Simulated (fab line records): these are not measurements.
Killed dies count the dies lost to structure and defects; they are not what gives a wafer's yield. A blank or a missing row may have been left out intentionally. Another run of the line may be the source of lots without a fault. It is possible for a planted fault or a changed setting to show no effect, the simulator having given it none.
Chamber matching / flow nand-harc / pecvd-03 running NHARC_P_CONTACT_DEP_30: 3 sister chambers
The step deposits SiNx, target thk 30 nm. 6 wafers are shown with their chamber, then 9 later ones without.

EACH WAFER AND ITS CHAMBER
wafer=L481.1; chamber=2; heater-power-w (W)=719
wafer=L481.2; chamber=1; heater-power-w (W)=820
wafer=L481.4; chamber=1; heater-power-w (W)=816
wafer=L482.3; chamber=0; heater-power-w (W)=744
wafer=L482.4; chamber=0; heater-power-w (W)=731
wafer=L482.6; chamber=2; heater-power-w (W)=810

WAFERS WHOSE CHAMBER IS MISSING
wafer=L483.1; heater-power-w (W)=781
wafer=L483.2; heater-power-w (W)=679
wafer=L483.4; heater-power-w (W)=827
wafer=L484.2; heater-power-w (W)=802
wafer=L484.3; heater-power-w (W)=683
wafer=L484.6; heater-power-w (W)=677
wafer=L485.2; heater-power-w (W)=782
wafer=L485.3; heater-power-w (W)=734
wafer=L485.4; heater-power-w (W)=742

CHAMBER TAKEN BY EACH
wafer=L483.1; from the rows above=can't be placed: 2 or 1 or 0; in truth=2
wafer=L483.2; from the rows above=can't be placed: 0 or 2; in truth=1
wafer=L483.4; from the rows above=can't be placed: 1 or 2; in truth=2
wafer=L484.2; from the rows above=can't be placed: 1 or 2 or 0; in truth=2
wafer=L484.3; from the rows above=can't be placed: 0 or 2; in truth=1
wafer=L484.6; from the rows above=can't be placed: 0 or 2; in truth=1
wafer=L485.2; from the rows above=can't be placed: 2 or 1 or 0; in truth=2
wafer=L485.3; from the rows above=can't be placed: 0 or 2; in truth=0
wafer=L485.4; from the rows above=can't be placed: 0 or 2 or 1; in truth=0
Correct placement for 0 of the 9. From these rows, 9 cannot be placed; in 6 the true chamber is one of the candidates. Wrongly placed: 0.
How it was worked out, from the rows above alone: a wafer's distance from a chamber is the root of the sum, over the readings, of the square of ((its reading less the chamber's mean) divided by the reading's scatter). If the next closest chamber is less than 2 further off than the closest, the wafer can't be placed; otherwise it belongs to the closest. Each chamber's mean is taken over the wafers shown for it. How the scatter is found: for the shown wafers, subtract from each reading the mean of its chamber, square and add these, divide the total by (wafers less chambers), then take the root.
